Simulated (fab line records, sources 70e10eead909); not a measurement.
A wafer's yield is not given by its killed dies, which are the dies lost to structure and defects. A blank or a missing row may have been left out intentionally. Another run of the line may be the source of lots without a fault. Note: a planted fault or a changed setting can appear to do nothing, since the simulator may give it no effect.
Matching of chambers / flow nand-harc / pecvd-04 running NHARC_A_SLIT_DEP_25: 3 sister chambers
The step deposits SiO2, target thk 200 nm. 6 wafers are shown with their chamber, then 7 later ones without.

## WAFERS, EACH WITH ITS CHAMBER
wafer=L085.3; chamber=0; throttle-valve-pct (%)=15.9; heater-power-w (W)=486
wafer=L085.4; chamber=1; throttle-valve-pct (%)=15.2; heater-power-w (W)=516
wafer=L087.2; chamber=1; throttle-valve-pct (%)=15.3; heater-power-w (W)=603
wafer=L087.4; chamber=2; throttle-valve-pct (%)=16.9; heater-power-w (W)=692
wafer=L090.2; chamber=0; throttle-valve-pct (%)=15.8; heater-power-w (W)=501
wafer=L090.3; chamber=2; throttle-valve-pct (%)=17.2; heater-power-w (W)=683

## WAFERS WHOSE CHAMBER IS MISSING
wafer=L090.6; throttle-valve-pct (%)=15.4; heater-power-w (W)=624
wafer=L089.1; throttle-valve-pct (%)=15.8; heater-power-w (W)=533
wafer=L089.2; throttle-valve-pct (%)=17.0; heater-power-w (W)=683
wafer=L089.4; throttle-valve-pct (%)=16.1; heater-power-w (W)=529
wafer=L096.3; throttle-valve-pct (%)=15.3; heater-power-w (W)=529
wafer=L096.4; throttle-valve-pct (%)=16.4; heater-power-w (W)=679
wafer=L096.5; throttle-valve-pct (%)=15.5; heater-power-w (W)=538

## CHAMBER TAKEN BY EACH
wafer=L090.6; from the rows above=1; in truth=1
wafer=L089.1; from the rows above=0; in truth=0
wafer=L089.2; from the rows above=2; in truth=2
wafer=L089.4; from the rows above=0; in truth=0
wafer=L096.3; from the rows above=1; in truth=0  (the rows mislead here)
wafer=L096.4; from the rows above=can't be placed: 2 or 0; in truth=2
wafer=L096.5; from the rows above=can't be placed: 1 or 0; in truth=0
4 of 7 placed correctly. These rows do not allow placing 2 (true chamber among the candidates in 2). Wrongly placed: 1.
How it was worked out, from the rows above alone: a wafer's distance from a chamber is the root of the sum, over the readings, of the square of ((its reading less the chamber's mean) divided by the reading's scatter). The wafer belongs to the nearest chamber; if the next one is less than 2 further off, it can't be placed. For every chamber, the mean is computed from those of its wafers that are shown. The scatter: take each reading less its chamber's mean, square it, sum over the shown wafers, divide by the number of wafers less the number of chambers, and take the root.
